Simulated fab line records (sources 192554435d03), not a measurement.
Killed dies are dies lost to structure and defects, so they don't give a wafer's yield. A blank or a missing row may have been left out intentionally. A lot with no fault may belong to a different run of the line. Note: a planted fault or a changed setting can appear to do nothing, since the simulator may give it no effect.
Matching of chambers -- flow n5 finfet -- 3 sister chambers for N5_BEOL_M1_DEP_57 on pecvd-02
The step deposits SiCN from 3MS/NH3, target thk 8 nm, time 14 s. 16 wafers are shown with their chamber, then 8 later ones without.

== EACH WAFER AND ITS CHAMBER ==
wafer,chamber,showerhead plenum p Torr (Torr),throttle valve pct (%)
L074.2,1,3.672,9.0
L074.3,0,3.676,9.6
L074.4,1,3.676,9.0
L078.1,2,3.639,9.3
L078.3,1,3.683,9.0
L078.5,1,3.683,9.2
L079.3,1,3.687,9.2
L079.4,1,3.684,9.1
L079.6,2,3.640,9.1
L080.2,0,3.683,9.5
L080.4,0,3.678,9.4
L080.6,2,3.637,9.0
L083.1,2,3.633,9.5
L083.2,1,3.676,9.2
L083.6,1,3.676,9.0
L092.1,0,3.679,9.2

SIGNATURES, as means of the wafers listed above
reading,chamber 0,chamber 1,chamber 2,scatter within a chamber
showerhead plenum p Torr,3.67900,3.67963,3.63725,0.00437
throttle valve pct,9.425,9.088,9.225,0.153
Rule: distance of a wafer from a chamber = root of the sum over the readings of ((wafer's reading minus chamber's mean) / reading's scatter) squared. If the next closest chamber is less than 2 further off than the closest, the wafer can't be placed; otherwise it belongs to the closest. How the scatter is found: for the shown wafers, subtract from each reading the mean of its chamber, square and add these, divide the total by (wafers less chambers), then take the root.

== WAFERS WITH NO CHAMBER GIVEN ==
wafer,showerhead plenum p Torr (Torr),throttle valve pct (%)
L092.3,3.684,9.1
L092.6,3.683,8.8
L093.3,3.622,9.3
L093.5,3.684,9.2
L093.6,3.635,9.2
L094.2,3.675,9.4
L094.3,3.630,9.3
L094.6,3.630,9.3

== CHAMBER TAKEN BY EACH ==
wafer,from the rows above,in truth
L092.3,can't be placed: 1 or 0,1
L092.6,1,1
L093.3,2,2
L093.5,can't be placed: 1 or 0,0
L093.6,2,2
L094.2,can't be placed: 0 or 1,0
L094.3,2,2
L094.6,2,2
Correctly placed: 5 of 8. Cannot be placed on the basis of these rows: 3; the candidates contain the true chamber in 3. Wrongly placed: 0.
